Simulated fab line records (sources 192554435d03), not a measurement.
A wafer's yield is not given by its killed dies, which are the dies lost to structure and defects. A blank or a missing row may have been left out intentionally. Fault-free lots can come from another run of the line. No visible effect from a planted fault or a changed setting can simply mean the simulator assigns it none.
Matching of chambers / flow n5Finfet / 3 sister chambers for N5_FIN_SAQP_PECVD_48 on pecvd-03
The step deposits SiNx from SiH4/NH3/N2, target thk 25 nm, time 22.1 s. 3 wafers are shown with their chamber, then 8 later ones without.

== WAFERS PAIRED WITH THEIR CHAMBERS ==
wafer=L090.1; chamber=0; throttleValvePct (%)=41.2
wafer=L090.3; chamber=2; throttleValvePct (%)=37.1
wafer=L092.4; chamber=1; throttleValvePct (%)=43.6

== WAFERS MISSING THEIR CHAMBER ==
wafer=L092.5; throttleValvePct (%)=41.1
wafer=L092.6; throttleValvePct (%)=37.1
wafer=L093.1; throttleValvePct (%)=36.8
wafer=L093.4; throttleValvePct (%)=37.3
wafer=L093.6; throttleValvePct (%)=44.1
wafer=L097.1; throttleValvePct (%)=37.0
wafer=L097.3; throttleValvePct (%)=44.2
wafer=L097.6; throttleValvePct (%)=43.9

== WHICH CHAMBER EACH ONE RAN IN ==
wafer=L092.5; from the rows above=0; in truth=0
wafer=L092.6; from the rows above=2; in truth=2
wafer=L093.1; from the rows above=2; in truth=2
wafer=L093.4; from the rows above=2; in truth=2
wafer=L093.6; from the rows above=1; in truth=1
wafer=L097.1; from the rows above=2; in truth=2
wafer=L097.3; from the rows above=1; in truth=1
wafer=L097.6; from the rows above=1; in truth=1
8 of 8 placed correctly. Left unplaced by these rows: 0. Placed wrongly: 0.
How it was worked out, from the rows above alone: a wafer's distance from a chamber is the root of the sum, over the readings, of the square of ((its reading less the chamber's mean) divided by the reading's scatter). The wafer belongs to the nearest chamber; if the next one is less than 2 further off, it can't be placed. Each chamber's mean is taken over the wafers shown for it. The scatter (one wafer shown for each chamber): square how far every hidden wafer sits from the nearest shown wafer, average those squares and take the square root.
